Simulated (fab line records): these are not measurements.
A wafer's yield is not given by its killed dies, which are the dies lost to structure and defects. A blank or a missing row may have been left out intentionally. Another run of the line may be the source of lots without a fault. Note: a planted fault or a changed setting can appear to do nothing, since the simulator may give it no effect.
Chamber matching | flow n5-finfet | pecvd-04 running N5_FIN_SAQP_PECVD_48: 3 sister chambers
The step deposits SiNx from SiH4/NH3/N2, target thk 25 nm, time 22.1 s. 3 wafers are shown with their chamber, then 7 later ones without.

== WAFERS, EACH WITH ITS CHAMBER ==
wafer  | chamber | showerhead-plenum-p-Torr (Torr)
L309.4 | 2       | 5.04
L313.1 | 0       | 5.14
L313.3 | 1       | 5.05

== WAFERS WITHOUT THEIR CHAMBER ==
wafer  | showerhead-plenum-p-Torr (Torr)
L313.6 | 5.14
L316.2 | 5.13
L316.4 | 5.07
L316.6 | 5.05
L317.2 | 5.06
L317.5 | 5.07
L317.6 | 5.07

== WHICH CHAMBER EACH WENT THROUGH ==
wafer  | from the rows above     | in truth
L313.6 | 0                       | 0
L316.2 | 0                       | 0
L316.4 | can't be placed: 1 or 2 | 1
L316.6 | can't be placed: 1 or 2 | 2
L317.2 | can't be placed: 1 or 2 | 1
L317.5 | can't be placed: 1 or 2 | 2
L317.6 | can't be placed: 1 or 2 | 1
Placed correctly: 2 of 7. Unplaceable from these rows: 5, with the true chamber sitting among the candidates in 5. 0 placed wrongly.
How it was worked out, from the rows above alone: a wafer's distance from a chamber is the root of the sum, over the readings, of the square of ((its reading less the chamber's mean) divided by the reading's scatter). If the next closest chamber is less than 2 further off than the closest, the wafer can't be placed; otherwise it belongs to the closest. For every chamber, the mean is computed from those of its wafers that are shown. The scatter: with one shown wafer a chamber, the root of the mean of the squares of how far each hidden wafer lies from its nearest shown one.
